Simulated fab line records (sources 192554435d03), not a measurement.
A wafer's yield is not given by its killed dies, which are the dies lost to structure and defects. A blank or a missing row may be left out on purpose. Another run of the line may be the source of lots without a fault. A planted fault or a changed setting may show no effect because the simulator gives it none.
A lot that was struck, set against a sound lot :: flow n5_finfet :: 14 out of 1938 route steps
Sound: the wafers L791.4, L791.5, L791.6. The struck wafers were L796.2, L796.4, L796.6. The cause is given at the end.
Each step with rows lists, per side, the tool, then ch with its chambers, then its first start. Under that, the readings that differ: sound wafers :: struck wafers :: difference of the means :: sigmas: that difference in standard deviations of wafers without a fault.
alike: same words and numbers on both sides, and readings whose means sit less than 2 such deviations apart. not compared: any withheld reading, any reading some wafer has no value for, any bound like >300 that may hide the same value, and any number with overlapping values for which the record gives no deviation.
The two part at a step that has a row with sigmas, a row that says differs or no value, or rows on one side only. When numbers do not overlap yet have no deviation, they are printed without sigmas and do not part them. A reading that every wafer of one side lacks parts them only if that side has two wafers or more.

first, 4 steps without rows for these wafers: N5_BEOL_M6_SOFTBAKE_06 (time 60 s); N5_BEOL_M6_EXPOSE_08 (exposes mask M6); N5_BEOL_M6_PEB_09 (peb time 60 s); N5_BEOL_M6_DEVELOP_10 (develop time 30 s).
N5_BEOL_M6_CD_MEAS_11 targets a cd of 38.5 nm.
  sound on cd_sem-01 ch 0, day 9 11:45; struck on cd_sem-02 ch 0, day 11 07:23
  alike: cd_nm
N5_BEOL_M6_OVL_MEAS_12:
  sound on overlay-01 ch 0, day 9 11:46; struck on overlay-01 ch 0, day 11 07:25
  alike: M6_OVL
N5_BEOL_M6_INSPECT_13: inspects for defects (brightfield).
  struck on defect_inspect-02, day 11 07:26; sound on defect_inspect-01, day 9 11:48
  alike: raw_defect_count
N5_BEOL_M6_DESCUM_16: chemistry O2, time 7.9 s.
  sound on rie_diel-03 ch 0,3, day 9 11:50; struck on rie_diel-04 ch 1,3, day 11 07:28
  alike: drypump_motor_current_A, oes_product_au, rf_vpp_V, showerhead_plenum_p_Torr, temp_c, throttle_valve_pct
  not compared: rf_hours_counter_h
N5_BEOL_M6_ETCH_61: etches SiARC in CF4, target depth 45.5 nm, time 75.8 s.
  sound on rie_diel-03 ch 0,3, day 9 11:52; struck on rie_diel-04 ch 1,3, day 11 07:31
  alike: drypump_motor_current_A, etch_rf_on_time_s, oes_product_au, rf_vpp_V, showerhead_plenum_p_Torr, throttle_valve_pct
  not compared: rf_hours_counter_h
N5_BEOL_M6_ETCH_62: etches SOC in N2/H2, target depth 110 nm, overetch 22 nm, time 165 s.
  sound on rie_diel-03 ch 0,3, day 9 11:55; struck on rie_diel-04 ch 1,3, day 11 07:34
  alike: drypump_motor_current_A, oes_product_au, rf_vpp_V, showerhead_plenum_p_Torr, temp_c, throttle_valve_pct
  not compared: rf_hours_counter_h
then, 1 step without rows for these wafers: N5_BEOL_M6_STRIP_68 (strips in N2/H2).
N5_BEOL_M6_STRIP_67: strips in CF4.
  sound on rie_diel-03 ch 0,3, day 9 12:04; struck on rie_diel-04 ch 1,3, day 11 07:43
  alike: drypump_motor_current_A, oes_product_au, rf_vpp_V, showerhead_plenum_p_Torr, throttle_valve_pct
  not compared: rf_hours_counter_h
N5_BEOL_M6_HM_OPEN_17: chemistry Cl2/BCl3, target TiN, target depth 20 nm, overetch 6 nm.
  sound on rie_metal-02 ch 0,1, day 9 12:08; struck on rie_metal-02 ch 0, day 11 07:45
reading: model.SOC_of_BEOL_M6_COAT_59.thk_nm (nm)
sound: 91.8 92 92.2
struck: 91 91 90.6
difference: -1
sigmas: 
  alike: drypump_motor_current_A, mfc_cl2_sccm, oes_product_au, throttle_valve_pct
  not compared: rf_hours_counter_h
N5_BEOL_M6_STRIP_19: strips in O2.
  sound on rie_diel-03 ch 2,3, day 9 12:13; struck on rie_diel-01 ch 1,2,3, day 11 07:52
  alike: drypump_motor_current_A, oes_product_au, rf_vpp_V, showerhead_plenum_p_Torr, temp_c, throttle_valve_pct
  not compared: rf_hours_counter_h

== WHERE THEY PART ==
Nowhere in this record.

WHY: the cause the simulator had injected
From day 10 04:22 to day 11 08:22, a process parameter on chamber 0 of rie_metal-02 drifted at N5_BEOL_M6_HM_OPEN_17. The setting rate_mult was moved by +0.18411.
